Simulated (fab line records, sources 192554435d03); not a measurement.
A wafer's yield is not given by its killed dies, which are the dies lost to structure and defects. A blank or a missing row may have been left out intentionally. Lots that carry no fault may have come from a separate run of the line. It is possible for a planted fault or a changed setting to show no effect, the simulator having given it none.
fab line records	flow n5-finfet
record: lots: 7	wafers: 39
route steps=1938 shown WELL_APT@24 FIN_SAQP@130 FIN_CUT@160 DUMMY_GATE@237 MOL_CONTACT_COAG@624
start-h: hours from the record's first day to the start of the lot's first wafer shown	wait-h: hours since the lot's step before	" identical to the entry in the row above	L1.1+2: several wafers, shown together as one row	- either no value or no given start	* or withheld: withheld	< > ~ a bound
route shown NAME@n: a module of which the file shows steps, and the number in the route of the first	usual: the fault-free wafers' mean and standard deviation	same: alike in all rows	chamber/n: place in a boat	sites: per-site readings	_std_site: the values' standard deviation	_edge_site: outer sites' mean less inner sites'	radius-mm: for every site, how far away it sits from the centre of the wafer	mask NAME#n: copy n	behind: the last tool/chamber to shape the wafer	hold: reason for holding the lot/hours on hold/outcome of the hold	device: whichever transistor did not switch (one of n, p or np)	end of line: tests run on the same wafers once the route is complete	for a step that has no rows: nothing shown but its recipe	killed: dies that structure and defects cost at the first sort, which is not the same as the wafer's yield	map: per-die view of a wafer (x killed, . not killed, _ where there is no die)
set.NAME: setting as actually run; set.NAME@STEP: the setting as run at that earlier step	model.NAME: the simulator's own value behind a step, which no gauge read
lots where settings were altered on purpose, with a table for each step and a row for each wafer
== steps ==
step: N5_WELL_APT_EXPOSE_05
recipe: mask-id: NWELL	na: 0.8	source-shape: conventional	sigma-outer: 0.8	polarization: unpolarized	defocus-nm: 0	target-cd-nm: 200	dose-mj: 20.3
lot.wafer	tool	chamber	start-h	wait-h	mask	set.dose-mj
L074.1+2+6	krf-scanner-02	0	13.38	-	NWELL#0	19.08
L074.3+4+5	"	0	"	"	NWELL#0	20.3
L075.1+4+5	krf-scanner-01	0	19.59	-	NWELL#0	20.3
L083.1+2+3+4+5+6	krf-scanner-01	0	67.82	-	NWELL#0	20.3
L084.1+2+3+4+5+6	krf-scanner-02	0	73.64	-	NWELL#0	20.3
L086.1+2+6	krf-scanner-02	0	85.51	-	NWELL#0	21.04
L086.3+4+5	"	0	"	"	NWELL#0	20.3
L094.1+2+3+4+5+6	krf-scanner-02	0	133.39	-	NWELL#0	20.3
L096.1+5+6	krf-scanner-01	0	145.38	-	NWELL#0	20.3
L096.2+3+4	"	0	"	"	NWELL#0	19.81
step: N5_WELL_APT_PEB_06
recipe: peb-temp-c: 130	peb-time-s: 90
step: N5_WELL_APT_DEVELOP_07
recipe: develop-time-s: 45	rinse-liquid: surfactant-rinse	dry: air-spin	dev-temp-c: 21
step: N5_WELL_APT_HARDBAKE_12
recipe: temp-c: 130	time-s: 120
step: N5_WELL_APT_CD_MEAS_08
recipe: target-cd-nm: 200	landing-energy-ev: 500	detector: se-inlens
usual: cd-nm: 200.3/1.7
lot.wafer	tool	chamber	start-h	wait-h	set.dose-mj@WELL_APT_EXPOSE_05	cd-nm
L074.1	cd-sem-03	0	13.56	-	19.08	190.1
L074.2	"	0	"	"	19.08	188.7
L074.3	"	0	"	"	20.3	198.5
L074.4	"	0	"	"	20.3	200.5
L074.5	"	0	"	"	20.3	203.8
L074.6	"	0	"	"	19.08	191.6
L075.1	cd-sem-02	0	19.76	-	20.3	197.6
L075.4	"	0	"	"	20.3	197.7
L075.5	"	0	"	"	20.3	197.5
L083.1	cd-sem-03	0	67.99	-	20.3	199.1
L083.2	"	0	"	"	20.3	200.0
L083.3	"	0	"	"	20.3	199.1
L083.4	"	0	"	"	20.3	201.1
L083.5	"	0	"	"	20.3	197.7
L083.6	"	0	"	"	20.3	198.7
L084.1	cd-sem-01	0	73.81	-	20.3	199.6
L084.2	"	0	"	"	20.3	201.1
L084.3	"	0	"	"	20.3	200.6
L084.4	"	0	"	"	20.3	198.4
L084.5	"	0	"	"	20.3	200.5
L084.6	"	0	"	"	20.3	203.5
L086.1	cd-sem-02	0	85.68	-	21.04	204.3
L086.2	"	0	"	"	21.04	204.0
L086.3	"	0	"	"	20.3	201.3
L086.4	"	0	"	"	20.3	198.1
L086.5	"	0	"	"	20.3	199.0
L086.6	"	0	"	"	21.04	206.6
L094.1	cd-sem-03	0	133.56	-	20.3	199.8
L094.2	"	0	"	"	20.3	199.3
L094.3	"	0	"	"	20.3	198.9
L094.4	"	0	"	"	20.3	201.6
L094.5	"	0	"	"	20.3	199.0
L094.6	"	0	"	"	20.3	200.2
L096.1	cd-sem-03	0	145.56	-	20.3	200.3
L096.2	"	0	"	"	19.81	195.3
L096.3	"	0	"	"	19.81	198.8
L096.4	"	0	"	"	19.81	195.5
L096.5	"	0	"	"	20.3	200.2
L096.6	"	0	"	"	20.3	198.3
step: N5_WELL_APT_DESCUM_13
recipe: chemistry: O2	time-s: 7.9	source-power-w: 50	bias-power-w: 20	pressure-mtorr: 20	rf-frequency-hz: 2.712e+07	temp-c: 40	o2-flow-sccm: 225
lot.wafer	tool	chamber	start-h	wait-h	set.dose-mj@WELL_APT_EXPOSE_05	model.WELL_APT.cd-nm
L074.1	rie-diel-03	3	13.64	0.0	19.08	189.9
L074.2	"	1	"	"	19.08	189.2
L074.3	"	2	"	"	20.3	198.5
L074.4	"	3	"	"	20.3	200.2
L074.5	"	1	"	"	20.3	203.6
L074.6	"	2	"	"	19.08	191.4
L075.1	rie-diel-01	3	19.85	0.0	20.3	197.5
L075.4	"	2	"	"	20.3	198.1
L075.5	"	0	"	"	20.3	197
L083.1+3	rie-diel-03	3,2	68.08	0.0	20.3	199.1
L083.2	"	0	"	"	20.3	200.1
L083.4	"	1	"	"	20.3	201.1
L083.5	"	2	"	"	20.3	197.8
L083.6	"	3	"	"	20.3	198.4
L084.1	rie-diel-01	3	73.90	0.0	20.3	199.5
L084.2	"	2	"	"	20.3	201.6
L084.3	"	1	"	"	20.3	200.7
L084.4	"	2	"	"	20.3	198.8
L084.5	"	1	"	"	20.3	200.3
L084.6	"	3	"	"	20.3	203.6
L086.1	rie-diel-01	3	85.77	0.0	21.04	204.2
L086.2	"	1	"	"	21.04	203.6
L086.3	"	0	"	"	20.3	201.2
L086.4	"	2	"	"	20.3	198.1
L086.5	"	3	"	"	20.3	199.1
L086.6	"	2	"	"	21.04	206.7
L094.1	rie-diel-03	1	133.70	0.1	20.3	199.9
L094.2+3	"	0,2	"	"	20.3	199.3
L094.4	"	3	"	"	20.3	201.6
L094.5	"	0	"	"	20.3	198.7
L094.6	"	3	"	"	20.3	200
L096.1	rie-diel-05	3	145.64	0.0	20.3	200.3
L096.2	"	1	"	"	19.81	195.3
L096.3	"	0	"	"	19.81	198.6
L096.4	"	0	"	"	19.81	195.5
L096.5	"	1	"	"	20.3	200.4
L096.6	"	3	"	"	20.3	-
step: N5_FIN_SAQP_ETCH_65
recipe: chemistry: CF4	target: SiO2	target-depth-a: 40	ion-energy-ev: 350	time-s: 4.4	pressure-mtorr: 10	icp-w: 800	bias-w: 400	cf4-flow-sccm: 80
lot.wafer	tool	chamber	start-h	wait-h	set.time-s	model.etch.depth-nm
L074.1	rie-si-04	3	23.59	0.1	3.585	3.139
L074.2	"	1	"	"	4.4	3.969
L074.3	"	2	"	"	4.4	4.015
L074.4	"	0	"	"	3.585	3.215
L074.5	"	2	"	"	3.585	3.287
L074.6	"	1	"	"	4.4	3.909
L075.1	rie-si-03	2	30.62	0.1	4.4	4.082
L075.4	"	0	"	"	4.4	3.966
L075.5	"	1	"	"	4.4	4.062
L083.1	rie-si-05	1	78.21	0.1	4.4	3.999
L083.2	"	0	"	"	4.4	4.06
L083.3+6	"	3,0	"	"	5.183	4.839
L083.4	"	2	"	"	4.4	3.794
L083.5	"	1	"	"	5.183	4.762
L084.1	rie-si-05	2	85.68	0.1	5.262	4.601
L084.2	"	0	"	"	4.4	4.155
L084.3	"	3	"	"	5.262	4.906
L084.4	"	1	"	"	4.4	4.05
L084.5	"	3	"	"	4.4	4.12
L084.6	"	0	"	"	5.262	4.947
L086.1	rie-si-05	2	100.10	0.1	4.4	3.856
L086.2	"	0	"	"	4.4	4.091
L086.3	"	3	"	"	4.4	4.113
L086.4	"	1	"	"	4.129	3.789
L086.5	"	2	"	"	4.129	3.586
L086.6	"	1	"	"	4.129	3.773
L094.1	rie-si-03	0	143.42	0.1	4.4	3.941
L094.2	"	3	"	"	4.4	3.92
L094.3	"	1	"	"	3.725	3.501
L094.4	"	2	"	"	4.4	4.114
L094.5	"	1	"	"	3.725	3.493
L094.6	"	0	"	"	3.725	3.33
L096.1	rie-si-05	2	156.17	0.1	4.4	3.887
L096.2	"	3	"	"	4.4	4.03
L096.3	"	0	"	"	4.4	4.1
L096.4	"	1	"	"	4.4	4.048
L096.5	"	1	"	"	4.4	3.994
L096.6	"	0	"	"	4.4	4.116
step: N5_FIN_CUT_EXPOSE_05
recipe: mask-id: FIN_CUT	na: 0.33	source-shape: annular	sigma-inner: 0.35	sigma-outer: 0.8	polarization: unpolarized	dose-mj: 45.75
lot.wafer	tool	chamber	start-h	wait-h	mask	set.dose-mj
L074.1+2+3+4+5+6	euv-scanner-01	0	26.09	-	FIN_CUT#0	45.75
L075.1+4+5	euv-scanner-02	0	33.13	-	FIN_CUT#0	45.75
L083.1+2+3+4+5+6	euv-scanner-01	0	80.76	-	FIN_CUT#0	45.75
L084.1+4+6	euv-scanner-01	0	87.83	-	FIN_CUT#0	42.57
L084.2+3+5	"	0	"	"	FIN_CUT#0	45.75
L086.1+3+5	euv-scanner-01	0	103.25	-	FIN_CUT#0	43.7
L086.2+4+6	"	0	"	"	FIN_CUT#0	45.75
L094.1+4+6	euv-scanner-01	0	146.37	-	FIN_CUT#0	45.75
L094.2+3+5	"	0	"	"	FIN_CUT#0	48.97
L096.1+2+5	euv-scanner-01	0	158.44	-	FIN_CUT#0	45.75
L096.3+4+6	"	0	"	"	FIN_CUT#0	47.22
step: N5_FIN_CUT_PEB_06
recipe: peb-temp-c: 100	peb-time-s: 60	resist: CAR-EUV
step: N5_FIN_CUT_DEVELOP_07
recipe: develop-time-s: 30	developer: TMAH	resist: CAR-EUV	rinse-liquid: surfactant-rinse	dry: air-spin	dev-temp-c: 23
step: N5_FIN_CUT_CD_MEAS_08
recipe: target-cd-nm: 29.1	landing-energy-ev: 500	detector: se-inlens	polarity: opening
usual: cd-nm: 29.12/0.23
lot.wafer	tool	chamber	start-h	wait-h	set.dose-mj@FIN_CUT_EXPOSE_05	cd-nm
L074.1	cd-sem-01	0	26.22	-	45.75	29.40
L074.2	"	0	"	"	45.75	28.91
L074.3	"	0	"	"	45.75	29.13
L074.4	"	0	"	"	45.75	29.09
L074.5	"	0	"	"	45.75	29.17
L074.6	"	0	"	"	45.75	29.04
L075.1	cd-sem-03	0	33.26	-	45.75	28.69
L075.4	"	0	"	"	45.75	29.03
L075.5	"	0	"	"	45.75	29.38
L083.1	cd-sem-01	0	80.90	-	45.75	28.97
L083.2	"	0	"	"	45.75	29.03
L083.3	"	0	"	"	45.75	29.32
L083.4	"	0	"	"	45.75	29.48
L083.5	"	0	"	"	45.75	29.10
L083.6	"	0	"	"	45.75	29.29
L084.1	cd-sem-03	0	87.96	-	42.57	28.10
L084.2	"	0	"	"	45.75	29.05
L084.3	"	0	"	"	45.75	29.27
L084.4	"	0	"	"	42.57	27.89
L084.5	"	0	"	"	45.75	29.02
L084.6	"	0	"	"	42.57	27.80
L086.1	cd-sem-02	0	103.38	-	43.7	28.09
L086.2	"	0	"	"	45.75	29.57
L086.3	"	0	"	"	43.7	28.52
L086.4	"	0	"	"	45.75	29.21
L086.5	"	0	"	"	43.7	28.51
L086.6	"	0	"	"	45.75	29.09
L094.1	cd-sem-03	0	146.51	-	45.75	28.75
L094.2	"	0	"	"	48.97	30.40
L094.3	"	0	"	"	48.97	30.08
L094.4	"	0	"	"	45.75	28.81
L094.5	"	0	"	"	48.97	30.46
L094.6	"	0	"	"	45.75	28.68
L096.1	cd-sem-02	0	158.57	-	45.75	28.99
L096.2	"	0	"	"	45.75	28.93
L096.3	"	0	"	"	47.22	29.39
L096.4	"	0	"	"	47.22	29.58
L096.5	"	0	"	"	45.75	29.10
L096.6	"	0	"	"	47.22	29.28
step: N5_FIN_CUT_DESCUM_13
recipe: chemistry: O2	time-s: 7	source-power-w: 50	bias-power-w: 20	pressure-mtorr: 20	rf-frequency-hz: 2.712e+07	temp-c: 40	resist: CAR-EUV	o2-flow-sccm: 225
step: N5_FIN_CUT_ETCH_30
recipe: chemistry: N2/H2	target: underlayer	target-depth-a: 130	mask-material: CAR-EUV	time-s: 10.4	ion-energy-ev: 200	pressure-mtorr: 30	source-w: 840	bias-w: 150	n2-flow-sccm: 200	h2-flow-sccm: 200	ends: cleared
lot.wafer	tool	chamber	start-h	wait-h	set.dose-mj@FIN_CUT_EXPOSE_05	model.FIN_CUT.cd-offset-nm
L074.1+3+5	rie-diel-06	0,1,2	26.60	0.0	45.75	0.2
L074.2+4	"	2,3	"	"	45.75	0
L074.6	"	3	"	"	45.75	0.4
L075.1	rie-diel-02	3	33.58	0.0	45.75	-0.2
L075.4+5	"	1	"	"	45.75	0
L083.1+3	rie-diel-06	1,0	81.06	0.0	45.75	0.2
L083.2+4+5+6	"	2,3,3,2	"	"	45.75	0
L084.1	rie-diel-06	0	88.12	0.0	42.57	-0.8
L084.2+5	"	3,1	"	"	45.75	0.2
L084.3	"	1	"	"	45.75	0.4
L084.4	"	2	"	"	42.57	-1.2
L084.6	"	0	"	"	42.57	-1
L086.1+3+5	rie-diel-06	2,3,3	103.54	0.0	43.7	-0.6
L086.2+6	"	0	"	"	45.75	0.4
L086.4	"	2	"	"	45.75	0.2
L094.1+4	rie-diel-04	3,2	146.66	0.0	45.75	-0.2
L094.2+3+5	"	0,1,2	"	"	48.97	1.2
L094.6	"	3	"	"	45.75	0
L096.1+5	rie-diel-04	1,3	158.85	0.0	45.75	0
L096.2	"	3	"	"	45.75	-0.2
L096.3+4	"	0,2	"	"	47.22	0.4
L096.6	"	0	"	"	47.22	0.2
step: N5_FIN_CUT_ETCH_20
recipe: chemistry: CF4	target: SiARC	target-depth-a: 260	mask-material: CAR-EUV	time-s: 43.3	ion-energy-ev: 80	pressure-mtorr: 40	source-w: 545	bias-w: 36	Ar_flow_sccm: 100	cf4-flow-sccm: 100	ends: cleared
lot.wafer	tool	chamber	start-h	wait-h	set.dose-mj@FIN_CUT_EXPOSE_05	model.FIN_CUT.cd-offset-nm
L074.1	rie-diel-06	0	26.62	0.0	45.75	0.2
L074.2+3+4+5	"	2,1,3,2	"	"	45.75	0
L074.6	"	3	"	"	45.75	0.4
L075.1	rie-diel-02	3	33.60	0.0	45.75	-0.2
L075.4	"	1	"	"	45.75	0
L075.5	"	1	"	"	45.75	0.2
L083.1+2+3+4+5	rie-diel-06	1,2,0,3,3	81.08	0.0	45.75	0
L083.6	"	2	"	"	45.75	-0.2
L084.1	rie-diel-06	0	88.14	0.0	42.57	-0.8
L084.2+3	"	3,1	"	"	45.75	0.2
L084.4	"	2	"	"	42.57	-1.2
L084.5	"	1	"	"	45.75	0
L084.6	"	0	"	"	42.57	-1
L086.1	rie-diel-06	2	103.56	0.0	43.7	-0.4
L086.2+6	"	0	"	"	45.75	0.4
L086.3+5	"	3	"	"	43.7	-0.6
L086.4	"	2	"	"	45.75	0.2
L094.1+6	rie-diel-04	3	146.68	0.0	45.75	0
L094.2+5	"	0,2	"	"	48.97	1
L094.3	"	1	"	"	48.97	1.2
L094.4	"	2	"	"	45.75	-0.4
L096.1+2+5	rie-diel-04	1,3,3	158.87	0.0	45.75	0
L096.3+4	"	0,2	"	"	47.22	0.2
L096.6	"	0	"	"	47.22	0
step: N5_DUMMY_GATE_ETCH_37
recipe: chemistry: N2/H2	target: SOC	target-depth-a: 600	overetch-a: 300	temp-c: 40	ion-energy-ev: 200	pressure-mtorr: 30	source-w: 840	bias-w: 150	n2-flow-sccm: 200	h2-flow-sccm: 200
usual: rf-vpp-V: 524.1/2.8
lot.wafer	tool	chamber	start-h	wait-h	set.source-w	rf-vpp-V
L074.1	rie-diel-04	0	45.23	0.0	978.8	501.0
L074.2	"	3	"	"	840	527.0
L074.3	"	1	"	"	978.8	496.6
L074.4	"	0	"	"	840	527.6
L074.5	"	3	"	"	978.8	500.3
L074.6	"	1	"	"	840	523.7
L075.1	rie-diel-06	2	52.54	0.0	840	520.7
L075.4	"	3	"	"	840	529.0
L075.5	"	2	"	"	840	519.2
L083.1	rie-diel-06	0	100.00	0.0	893.7	508.7
L083.2	"	3	"	"	893.7	514.0
L083.3	"	2	"	"	893.7	509.8
L083.4	"	1	"	"	840	522.8
L083.5	"	1	"	"	840	522.0
L083.6	"	2	"	"	840	520.4
L084.1	rie-diel-02	2	107.57	0.0	840	527.7
L084.2	"	3	"	"	840	525.4
L084.3	"	1	"	"	840	521.5
L084.4	"	0	"	"	840	519.1
L084.5	"	1	"	"	840	520.7
L084.6	"	2	"	"	840	526.7
L086.1	rie-diel-02	3	122.45	0.0	840	525.6
L086.2	"	0	"	"	840	520.2
L086.3	"	1	"	"	840	519.9
L086.4	"	2	"	"	840	525.8
L086.5	"	3	"	"	840	522.9
L086.6	"	0	"	"	840	521.2
L094.1	rie-diel-04	2	165.06	0.0	970	499.0
L094.2	"	1	"	"	970	499.9
L094.3	"	3	"	"	970	501.5
L094.4	"	0	"	"	840	526.2
L094.5	"	2	"	"	840	524.2
L094.6	"	3	"	"	840	524.9
L096.1	rie-diel-02	3	178.66	0.0	840	524.8
L096.2	"	1	"	"	840	520.0
L096.3	"	0	"	"	767.5	543.8
L096.4	"	2	"	"	840	526.7
L096.5	"	3	"	"	767.5	541.8
L096.6	"	2	"	"	767.5	542.6
step: N5_DUMMY_GATE_ETCH_32
recipe: chemistry: CF4	target: SiO2	target-depth-a: 35	time-s: 3.9	ion-energy-ev: 350	pressure-mtorr: 10	icp-w: 800	bias-w: 400	cf4-flow-sccm: 80
lot.wafer	tool	chamber	start-h	wait-h	set.time-s	model.etch.depth-nm
L074.1	rie-si-02	1	46.06	0.1	4.504	4.126
L074.2	"	3	"	"	4.504	4.196
L074.3	"	0	"	"	3.9	3.567
L074.4	"	2	"	"	3.9	3.42
L074.5	"	2	"	"	4.504	3.963
L074.6	"	3	"	"	3.9	3.614
L075.1	rie-si-02	2	53.28	0.1	3.9	3.432
L075.4	"	0	"	"	3.9	3.547
L075.5	"	2	"	"	3.9	3.422
L083.1	rie-si-01	0	100.57	0.1	3.9	3.497
L083.2	"	2	"	"	3.9	3.477
L083.3	"	3	"	"	3.523	3.179
L083.4	"	1	"	"	3.523	3.099
L083.5	"	2	"	"	3.9	3.461
L083.6	"	3	"	"	3.523	3.196
L084.1	rie-si-02	1	108.09	0.1	3.9	3.584
L084.2	"	2	"	"	4.32	3.827
L084.3	"	3	"	"	3.9	3.599
L084.4	"	0	"	"	3.9	3.524
L084.5	"	1	"	"	4.32	3.907
L084.6	"	2	"	"	4.32	3.782
L086.1	rie-si-01	0	122.97	0.1	3.9	3.539
L086.2	"	2	"	"	4.279	3.899
L086.3	"	1	"	"	4.279	3.785
L086.4	"	3	"	"	3.9	3.514
L086.5	"	0	"	"	4.279	3.901
L086.6	"	3	"	"	3.9	3.549
L094.1	rie-si-06	2	165.58	0.1	3.367	2.991
L094.2	"	3	"	"	3.9	3.518
L094.3	"	0	"	"	3.367	3.07
L094.4	"	1	"	"	3.9	3.625
L094.5	"	3	"	"	3.367	3.064
L094.6	"	2	"	"	3.9	3.47
L096.1	rie-si-01	2	179.45	0.1	3.9	3.501
L096.2	"	3	"	"	3.52	3.203
L096.3	"	0	"	"	3.52	3.202
L096.4	"	1	"	"	3.9	3.449
L096.5	"	1	"	"	3.52	3.102
L096.6	"	0	"	"	3.9	3.541
step: N5_MOL_CONTACT_COAG_CVD_140
recipe: material: W	target-thk-a: 665	mode: selective-fill	temp-c: 300	time-s: 215
lot.wafer	tool	chamber	start-h	wait-h	set.target-thk-a	model.W_of_MOL_CONTACT_COAG_CVD_140.thk-nm
L074.1	cvd-w-02	0	100.76	0.1	665	67.8
L074.2	"	1	"	"	590.7	60.2
L074.3	"	0	"	"	590.7	59.6
L074.4+6	"	1,0	"	"	665	67.6
L074.5	"	1	"	"	590.7	60.6
L075.1+4	cvd-w-02	0	109.25	0.1	665	66.8
L075.5	"	1	"	"	665	67.4
L083.1+3	cvd-w-01	1	151.33	0.1	665	65.8
L083.2	"	0	"	"	744	75.6
L083.4	"	0	"	"	665	67.4
L083.5	"	0	"	"	744	75.2
L083.6	"	1	"	"	744	73.6
L084.1	cvd-w-02	1	165.46	0.1	665	66.4
L084.2+4	"	0	"	"	601.6	59.8
L084.3	"	1	"	"	601.6	59.6
L084.5	"	0	"	"	665	66.8
L084.6	"	1	"	"	665	66
L086.1	cvd-w-02	0	179.29	0.1	665	66.4
L086.2	"	1	"	"	665	66.2
L086.3+6	"	1	"	"	665	66
L086.4	"	0	"	"	665	66.6
L086.5	"	0	"	"	665	66.8
L094.1	cvd-w-02	0	224.32	0.1	704.5	70.6
L094.2+5	"	0	"	"	665	66.6
L094.3	"	0	"	"	704.5	71.2
L094.4	"	0	"	"	704.5	70.4
L094.6	"	0	"	"	665	67
L096.1	cvd-w-01	0	231.56	0.1	665	65.6
L096.2+6	"	1	"	"	665	65.2
L096.3	"	0	"	"	665	66.2
L096.4	"	1	"	"	665	65.4
L096.5	"	0	"	"	665	65
== key ==
split: step: N5_WELL_APT_EXPOSE_05	setting: dose-mj	stated: 20.3	by: wafer
response: step: N5_WELL_APT_CD_MEAS_08	reading: cd-nm	change: +1.67	per: 1%	r: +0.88
response: step: N5_WELL_APT_DESCUM_13	reading: model.WELL_APT.cd-nm	change: +1.68	per: 1%	r: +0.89
split: step: N5_FIN_SAQP_ETCH_65	setting: time-s	stated: 4.4	by: wafer
response: step: N5_FIN_SAQP_ETCH_65	reading: model.etch.depth-nm	change: +0.0406	per: 1%	r: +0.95
split: step: N5_FIN_CUT_EXPOSE_05	setting: dose-mj	stated: 45.75	by: wafer
response: step: N5_FIN_CUT_CD_MEAS_08	reading: cd-nm	change: +0.192	per: 1%	r: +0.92
response: step: N5_FIN_CUT_ETCH_30	reading: model.FIN_CUT.cd-offset-nm	change: +0.184	per: 1%	r: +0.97
response: step: N5_FIN_CUT_ETCH_20	reading: model.FIN_CUT.cd-offset-nm	change: +0.161	per: 1%	r: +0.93
split: step: N5_DUMMY_GATE_ETCH_37	setting: source-w	stated: 840	by: wafer
response: step: N5_DUMMY_GATE_ETCH_37	reading: rf-vpp-V	change: -1.69	per: 1%	r: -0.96
split: step: N5_DUMMY_GATE_ETCH_32	setting: time-s	stated: 3.9	by: wafer
response: step: N5_DUMMY_GATE_ETCH_32	reading: model.etch.depth-nm	change: +0.0337	per: 1%	r: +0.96
split: step: N5_MOL_CONTACT_COAG_CVD_140	setting: target-thk-a	stated: 665	by: wafer
response: step: N5_MOL_CONTACT_COAG_CVD_140	reading: model.W_of_MOL_CONTACT_COAG_CVD_140.thk-nm	change: +0.694	per: 1%	r: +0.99
